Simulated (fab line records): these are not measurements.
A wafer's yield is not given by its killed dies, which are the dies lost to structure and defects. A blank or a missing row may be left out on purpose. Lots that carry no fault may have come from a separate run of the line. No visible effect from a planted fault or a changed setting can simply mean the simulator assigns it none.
Chamber matching / flow n5 finfet / 4 sister chambers for N5_BEOL_M1_DESCUM_33 on rie diel-06
The step chemistry O2, time 7 s. 8 wafers are shown with their chamber, then 11 later ones without.

## WAFERS, EACH WITH ITS CHAMBER
wafer=L079.2; chamber=1; showerhead plenum p Torr (Torr)=2.21; drypump motor current A (A)=6.0
wafer=L082.6; chamber=3; showerhead plenum p Torr (Torr)=2.19; drypump motor current A (A)=6.4
wafer=L085.1; chamber=0; showerhead plenum p Torr (Torr)=2.09; drypump motor current A (A)=5.6
wafer=L085.4; chamber=1; showerhead plenum p Torr (Torr)=2.21; drypump motor current A (A)=6.1
wafer=L086.1; chamber=2; showerhead plenum p Torr (Torr)=2.19; drypump motor current A (A)=5.9
wafer=L086.4; chamber=3; showerhead plenum p Torr (Torr)=2.18; drypump motor current A (A)=6.4
wafer=L086.5; chamber=0; showerhead plenum p Torr (Torr)=2.09; drypump motor current A (A)=5.6
wafer=L088.1; chamber=2; showerhead plenum p Torr (Torr)=2.19; drypump motor current A (A)=5.8

## WAFERS MISSING THEIR CHAMBER
wafer=L088.2; showerhead plenum p Torr (Torr)=2.09; drypump motor current A (A)=5.6
wafer=L088.4; showerhead plenum p Torr (Torr)=2.21; drypump motor current A (A)=6.0
wafer=L092.1; showerhead plenum p Torr (Torr)=2.18; drypump motor current A (A)=6.4
wafer=L092.2; showerhead plenum p Torr (Torr)=2.20; drypump motor current A (A)=6.0
wafer=L092.4; showerhead plenum p Torr (Torr)=2.08; drypump motor current A (A)=5.6
wafer=L095.1; showerhead plenum p Torr (Torr)=2.20; drypump motor current A (A)=6.0
wafer=L095.3; showerhead plenum p Torr (Torr)=2.18; drypump motor current A (A)=5.9
wafer=L095.6; showerhead plenum p Torr (Torr)=2.20; drypump motor current A (A)=6.0
wafer=L096.1; showerhead plenum p Torr (Torr)=2.18; drypump motor current A (A)=5.9
wafer=L096.5; showerhead plenum p Torr (Torr)=2.18; drypump motor current A (A)=5.9
wafer=L096.6; showerhead plenum p Torr (Torr)=2.18; drypump motor current A (A)=6.4

## WHICH CHAMBER EACH ONE RAN IN
wafer=L088.2; from the rows above=0; in truth=0
wafer=L088.4; from the rows above=1; in truth=1
wafer=L092.1; from the rows above=3; in truth=3
wafer=L092.2; from the rows above=can't be placed: 1 or 2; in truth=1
wafer=L092.4; from the rows above=0; in truth=0
wafer=L095.1; from the rows above=can't be placed: 1 or 2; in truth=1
wafer=L095.3; from the rows above=2; in truth=2
wafer=L095.6; from the rows above=can't be placed: 1 or 2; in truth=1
wafer=L096.1; from the rows above=2; in truth=2
wafer=L096.5; from the rows above=2; in truth=2
wafer=L096.6; from the rows above=3; in truth=3
8 of 11 placed correctly. Cannot be placed on the basis of these rows: 3; the candidates contain the true chamber in 3. Placed wrongly: 0.
How it was worked out, from the rows above alone: a wafer's distance from a chamber is the root of the sum, over the readings, of the square of ((its reading less the chamber's mean) divided by the reading's scatter). If the next closest chamber is less than 2 further off than the closest, the wafer can't be placed; otherwise it belongs to the closest. Each chamber's mean is taken over the wafers shown for it. The scatter: the root of (the sum of the squares of (reading less its chamber's mean) over the shown wafers, divided by (wafers less chambers)).
